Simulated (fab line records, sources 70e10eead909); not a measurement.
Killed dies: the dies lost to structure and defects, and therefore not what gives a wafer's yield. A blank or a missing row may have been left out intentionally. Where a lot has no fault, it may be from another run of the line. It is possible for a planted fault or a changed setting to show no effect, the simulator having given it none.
fab line records	flow nandHarc
record: lots: 12	wafers: 36	lastDay: 25
route steps=1159 shown P_GATE@124
lots that met no fault: from a run of the same line without faults
startH: hours from the record's first day to the start of the lot's first wafer shown	waitH: how many hours have passed since the lot's step before this one	" identical to the entry in the row above	L1.1+2: a single row standing in for several wafers	- either no value or no given start	* or withheld: withheld	< > ~ a bound
route shown NAME@n: names a module that has steps shown in the file, with the first one's number in the route	usual: mean/standard deviation taken from wafers without a fault	same: alike in all rows	chamber/n: place in a boat	sites: per-site readings	_std_site: standard deviation across them	_edge_site: inner sites' mean taken away from outer sites' mean	radiusMm: for every site, how far away it sits from the centre of the wafer	mask NAME#n: copy n	behind: tool/chamber where the wafer was last shaped	hold: reason for holding the lot/hours on hold/outcome of the hold	device: names the non-switching transistor (n, p or np)	end of line: tests of these same wafers at the route's end	a step given without rows: its recipe and nothing more	killed: dies lost to structure and defects at the first sort, not the wafer's yield	map: the dies of a wafer, with x for killed, . for not killed, _ for no die there
set.NAME: the setting as run; set.NAME@STEP: as run at that earlier step	model.NAME: the simulator's own value behind a step, which no gauge read
one table for each step of the route and one row for each wafer, over a sample of lots
services: the hour from which a tool's chamber was out of use, counted from the record's first day as startH (under 0 if before that day), plus the number of hours and why
== steps ==
step: NHARC_P_GATE_DESCUM_13
recipe: timeS: 3	o2FlowSccm: 200	arFlowSccm: 0	biasPowerW: 0	chemistry: O2
usual: drypumpMotorCurrentA: 5.8/0.37	mfcArSccm: 0.011/0.013	oesProductAu: 0.998/0.013	rfVppV: 57.8/0.85	showerheadPlenumPTorr: 1.92/0.058	throttleValvePct: 11.312/0.0079
lot.wafer	tool	chamber	startH	waitH	drypumpMotorCurrentA	mfcArSccm	oesProductAu	rfHoursCounterH	rfVppV	showerheadPlenumPTorr	throttleValvePct
L432.4	rieDiel-08	1	79.48	-	5.1	0.017	0.992	44	58.4	1.88	11.306
L432.3	"	2	"	"	5.9	0.033	1.012	46	57.7	2.00	11.315
L432.2	"	3	"	"	5.3	0	1.002	26	57.4	1.99	11.322
L433.2	rieDiel-05	2	88.80	-	6.1	0.018	0.995	18	58.5	1.88	11.317
L433.5	"	2	"	"	6.1	0.018	1.004	-	57.3	1.88	11.320
L433.6	"	3	"	"	5.7	0.005	1.000	-	59.4	1.97	11.306
L435.2	rieDiel-08	3	92.55	-	5.3	0	0.985	30	58.5	1.99	11.317
L435.6	"	3	"	"	5.3	0	0.987	-	57.4	1.99	11.322
L435.5	"	0	"	"	6.1	0	0.978	-	58.2	1.83	11.330
L434.4	rieDiel-08	3	92.71	-	5.3	0	0.993	30	58.0	1.99	11.303
L434.3	"	0	"	"	6.1	0	0.992	50	56.5	1.83	11.316
L434.1	"	1	"	"	5.1	0.017	0.987	49	59.0	1.88	11.317
L436.4	rieDiel-02	3	104.63	-	6.1	0	1.011	46	58.1	1.94	11.293
L436.1	"	0	"	"	5.1	0.034	0.989	45	57.9	1.94	11.308
L436.6	"	0	"	"	5.1	0.034	0.994	-	57.4	1.94	11.320
L439.2	rieDiel-05	2	127.42	-	6.1	0.018	1.001	25	57.4	1.88	11.300
L439.1	"	3	"	"	5.7	0.005	0.995	24	56.9	1.97	11.306
L439.5	"	1	"	"	5.8	0.012	1.017	-	58.4	1.88	11.313
L444.1	rieDiel-05	0	150.74	-	5.9	0	0.983	27	58.4	1.94	11.322
L444.3	"	1	"	"	5.8	0.012	1.006	28	56.3	1.88	11.314
L444.5	"	0	"	"	5.9	0	0.981	-	57.8	1.94	11.307
L443.2	rieDiel-08	1	150.91	-	5.1	0.017	1.011	7	59.0	1.88	11.308
L443.1	"	2	"	"	5.9	0.033	0.994	8	58.8	1.99	11.312
L443.6	"	3	"	"	5.3	0	0.987	-	57.0	1.99	11.323
L447.1	rieDiel-08	1	167.83	-	5.0	0.017	1.017	13	58.1	1.87	11.303
L447.6	"	1	"	"	5.0	0.017	1.006	-	57.1	1.87	11.314
L447.4	"	0	"	"	6.1	0	0.988	-	57.1	1.82	11.309
L450.3	rieDiel-08	1	190.30	-	5.0	0.017	1.011	23	57.4	1.87	11.319
L450.1	"	2	"	"	5.9	0.033	1.006	21	57.4	1.98	11.307
L450.6	"	0	"	"	6.1	0	0.988	-	57.0	1.81	11.313
L451.2	rieDiel-05	3	198.26	-	5.7	0.005	1.022	6	58.1	1.96	11.307
L451.4	"	3	"	"	5.7	0.005	1.020	-	56.6	1.96	11.307
L451.5	"	3	"	"	5.7	0.005	1.022	-	59.0	1.96	11.321
L454.3	rieDiel-05	3	213.89	-	5.7	0.005	1.014	11	58.4	1.96	11.311
L454.4	"	1	"	"	5.8	0.012	1.017	2	56.5	1.87	11.314
L454.6	"	2	"	"	6.1	0.018	0.982	-	56.4	1.87	11.301
step: NHARC_P_GATE_EXPOSE_23
recipe: na: 1.35	targetCdNm: 120	doseMj: 93.91	maskId: P_GATE
usual: exposureDoseMJCm2: 93.91/0.093	focusOffsetNm: 0.1/0.55
lot.wafer	tool	chamber	startH	waitH	mask	exposureDoseMJCm2	focusOffsetNm
L432.2	arfiScanner-02	0	94.70	-	P_GATE#0	93.91	0.1
L432.3	"	0	"	"	P_GATE#0	94.04	-0.5
L432.4	"	0	"	"	P_GATE#0	93.93	-0.7
L433.2	arfiScanner-03	0	102.57	-	P_GATE#0	93.90	0.3
L433.5	"	0	"	"	P_GATE#0	93.93	-0.2
L433.6	"	0	"	"	P_GATE#0	93.91	0.8
L434.1	arfiScanner-03	0	105.84	-	P_GATE#0	93.94	0.0
L434.3	"	0	"	"	P_GATE#0	94.01	-0.8
L434.4	"	0	"	"	P_GATE#0	94.07	0.6
L435.2	arfiScanner-02	0	106.28	-	P_GATE#0	93.94	1.4
L435.5	"	0	"	"	P_GATE#0	93.83	0.2
L435.6	"	0	"	"	P_GATE#0	93.78	1.0
L436.1	arfiScanner-01	0	121.22	-	P_GATE#0	93.76	0.1
L436.4	"	0	"	"	P_GATE#0	93.89	0.8
L436.6	"	0	"	"	P_GATE#0	93.79	0.1
L439.1	arfiScanner-02	0	141.77	-	P_GATE#0	93.92	0.5
L439.2	"	0	"	"	P_GATE#0	93.87	0.5
L439.5	"	0	"	"	P_GATE#0	93.91	0.9
L444.1	arfiScanner-03	0	164.35	-	P_GATE#0	55.55	-0.8
L444.3	"	0	"	"	P_GATE#0	55.63	-0.4
L444.5	"	0	"	"	P_GATE#0	55.56	-0.9
L443.1	arfiScanner-03	0	164.70	-	P_GATE#0	55.77	0.3
L443.2	"	0	"	"	P_GATE#0	55.64	1.0
L443.6	"	0	"	"	P_GATE#0	55.77	0.6
L447.1	arfiScanner-01	0	185.42	-	P_GATE#0	93.85	0.0
L447.4	"	0	"	"	P_GATE#0	93.73	0.2
L447.6	"	0	"	"	P_GATE#0	93.84	-0.2
L450.1	arfiScanner-02	0	203.72	-	P_GATE#0	93.89	0.2
L450.3	"	0	"	"	P_GATE#0	93.88	0.0
L450.6	"	0	"	"	P_GATE#0	93.92	0.4
L451.2	arfiScanner-01	0	211.68	-	P_GATE#0	93.89	-0.3
L451.4	"	0	"	"	P_GATE#0	93.88	-0.9
L451.5	"	0	"	"	P_GATE#0	93.91	-1.5
L454.3	arfiScanner-01	0	228.44	-	P_GATE#0	93.96	-0.4
L454.4	"	0	"	"	P_GATE#0	93.86	0.3
L454.6	"	0	"	"	P_GATE#0	93.91	0.3
step: NHARC_P_GATE_CD_MEAS_26
recipe: targetCdNm: 120	landingEnergyEv: 500
usual: cdNm: 119.9/0.65
lot.wafer	tool	chamber	startH	waitH	hold	cdNm
L432.2	cdSem-01	0	94.84	-	-	119.6
L432.3	"	0	"	"	-	119.6
L432.4	"	0	"	"	-	118.9
L433.2	cdSem-03	0	102.71	-	-	120.7
L433.5	"	0	"	"	-	121.0
L433.6	"	0	"	"	-	119.6
L434.1	cdSem-02	0	105.98	-	-	120.7
L434.3	"	0	"	"	-	119.4
L434.4	"	0	"	"	-	120.2
L435.2	cdSem-03	0	106.42	-	-	119.9
L435.5	"	0	"	"	-	120.4
L435.6	"	0	"	"	-	120.4
L436.1	cdSem-02	0	121.36	-	-	119.4
L436.4	"	0	"	"	-	118.6
L436.6	"	0	"	"	-	118.3
L439.1	cdSem-02	0	141.91	-	-	119.9
L439.2	"	0	"	"	-	118.4
L439.5	"	0	"	"	-	120.2
L444.1	cdSem-01	0	164.49	-	awaitDispo/0.2h/release	149.8
L444.3	"	0	"	"	awaitDispo/0.2h/release	150.9
L444.5	"	0	"	"	awaitDispo/0.2h/release	150.6
L444.1	cdSem-01	0	-	-	-	150.3
L444.3	"	0	"	"	-	151.1
L444.5	"	0	"	"	-	150.8
L443.1	cdSem-03	0	164.84	-	awaitDispo/0.2h/release	151.6
L443.2	"	0	"	"	awaitDispo/0.2h/release	150.2
L443.6	"	0	"	"	awaitDispo/0.2h/release	151.2
L443.1	cdSem-03	0	-	-	-	151.5
L443.2	"	0	"	"	-	150.4
L443.6	"	0	"	"	-	151.2
L447.1	cdSem-03	0	185.56	-	-	119.2
L447.4	"	0	"	"	-	119.6
L447.6	"	0	"	"	-	120.0
L450.1	cdSem-02	0	203.86	-	-	120.6
L450.3	"	0	"	"	-	120.0
L450.6	"	0	"	"	-	119.4
L451.2	cdSem-03	0	211.81	-	-	120.1
L451.4	"	0	"	"	-	120.1
L451.5	"	0	"	"	-	120.4
L454.3	cdSem-01	0	228.58	-	-	120.3
L454.4	"	0	"	"	-	120.4
L454.6	"	0	"	"	-	120.3
step: NHARC_P_GATE_CD_MEAS_33
usual: cdNm: 119/3.8
lot.wafer	tool	chamber	startH	waitH	cdNm
L432.2	cdSem-03	-	95.83	-	112
L432.3	"	-	"	"	122
L432.4	"	-	"	"	119
L433.2	cdSem-02	-	103.75	-	121
L433.5	"	-	"	"	119
L433.6	"	-	"	"	121
L434.1	cdSem-01	-	107.14	-	116
L434.3	"	-	"	"	111
L434.4	"	-	"	"	123
L435.2	cdSem-01	-	107.41	-	120
L435.5	"	-	"	"	121
L435.6	"	-	"	"	123
L436.1	cdSem-01	-	122.39	-	123
L436.4	"	-	"	"	121
L436.6	"	-	"	"	119
L439.1	cdSem-01	-	143.21	-	123
L439.2	"	-	"	"	118
L439.5	"	-	"	"	123
L447.1	cdSem-02	-	186.56	-	121
L447.4	"	-	"	"	116
L447.6	"	-	"	"	127
L450.1	cdSem-03	-	205.05	0.2	120
L450.3	"	-	"	"	123
L450.6	"	-	"	"	120
L451.2	cdSem-03	-	212.82	-	121
L451.4	"	-	"	"	118
L451.5	"	-	"	"	114
L454.3	cdSem-02	-	229.58	-	116
L454.4	"	-	"	"	121
L454.6	"	-	"	"	117
step: NHARC_P_GATE_ALD_36
recipe: targetThkA: 200	pulseTimeS: 60	aldCycles: 223	tempC: 400	material: SiNx
usual: heaterPowerOuterW: 530/77	heaterPowerW: 843/120	precursorPulseHeightRel: 0.998/0.019
lot.wafer	tool	chamber	startH	waitH	heaterPowerOuterW	heaterPowerW	precursorPulseHeightRel
L432.2	aldSin-04	0	96.28	-	653	946	1.028
L432.3	"	1	97.31	-	527	902	0.955
L432.4	"	2	98.34	-	479	809	0.991
L433.2	aldSin-02	3	105.26	-	548	886	0.990
L433.6	"	2	108.43	-	520	818	1.000
L433.5	"	3	109.49	-	583	883	1.008
L434.3	aldSin-01	2	107.59	-	502	807	0.983
L434.4	"	0	109.70	-	440	700	1.007
L434.1	"	1	110.76	-	506	806	1.016
L435.2	aldSin-04	2	109.97	-	477	786	0.989
L435.5	"	0	112.08	-	663	926	1.013
L435.6	"	1	113.13	-	515	908	1.038
L436.4	aldSin-02	2	122.84	-	519	816	1.009
L436.1	"	3	123.89	-	573	872	0.994
L436.6	"	2	127.01	-	526	811	1.013
L439.2	aldSin-04	2	150.58	-	470	790	0.979
L439.1	"	3	151.65	-	479	756	1.017
L439.5	"	1	153.77	-	526	908	1.016
L447.1	aldSin-04	2	188.07	-	470	799	1.010
L447.4	"	3	189.12	-	489	739	1.034
L447.6	"	1	191.22	-	510	880	1.005
L450.3	aldSin-04	1	207.63	-	534	909	1.007
L450.1	"	2	208.68	-	474	784	1.018
L450.6	"	3	209.74	-	487	748	1.013
L451.4	aldSin-01	0	213.29	-	439	684	0.987
L451.2	"	2	215.42	-	470	747	1.001
L451.5	"	1	218.63	-	479	752	1.007
L454.4	aldSin-01	3	230.04	-	410	696	1.027
L454.3	"	1	232.11	-	472	738	1.006
L454.6	"	0	235.21	-	445	681	0.962
== services ==
tool	chamber	startH	hours	kind
arfiScanner-03	-	59.64	11.2	repair
rieDiel-08	1	66.61	12.4	repair
aldSin-04	-	83.70	2.3	repair
arfiScanner-02	-	84.00	4.0	pm
arfiScanner-01	-	85.61	3.3	repair
aldSin-01	3	121.65	1.6	repair
rieDiel-08	-	124.82	9.0	pm
aldSin-02	3	132.81	6.8	repair
arfiScanner-03	-	140.00	4.0	pm
rieDiel-05	1	140.06	5.8	repair
aldSin-01	-	146.47	10.0	pm
arfiScanner-03	-	148.13	0.3	repair
aldSin-04	3	157.02	9.1	repair
aldSin-02	0	157.15	4.0	repair
aldSin-04	0	163.51	3.0	repair
rieDiel-05	-	163.69	9.0	pm
rieDiel-08	2	167.35	5.3	repair
arfiScanner-02	-	171.84	3.4	repair
rieDiel-05	1	181.30	29.0	repair
rieDiel-05	0	192.09	8.7	repair
arfiScanner-01	-	196.00	4.0	pm
arfiScanner-02	-	199.37	1.0	repair
arfiScanner-02	-	227.70	6.5	repair
aldSin-02	-	230.46	10.0	pm
== key ==
firstSign: step: NHARC_P_GATE_EXPOSE_23	reading: exposureDoseMJCm2	direction: down	sigmas: 99+	usual: 93.91	struck: 55.65
effect: step: NHARC_P_GATE_CD_MEAS_26	reading: visit	direction: added
effect: step: NHARC_P_GATE_CD_MEAS_26	reading: cdNm	direction: up	sigmas: 47	usual: 119.9	struck: 150.7
metAt NHARC_P_GATE_EXPOSE_23
struckLots L443,L444
scrappedBehind NHARC_P_GATE_CD_MEAS_26 L443.1,L443.2,L443.6,L444.1,L444.3,L444.5
notActingAt NHARC_P_GATE_DESCUM_13,NHARC_P_GATE_CD_MEAS_33,NHARC_P_GATE_ALD_36
onsetBetween 105.84 164.35
fault: kind: processParameterDrift	tool: arfiScanner-03	chamber: -	onsetH: 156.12	steps: NHARC_P_GATE_EXPOSE_23	channel: doseMj	offset: -38.248	shape: step	actsIn: theseRecipesOnly	stated: 93.91
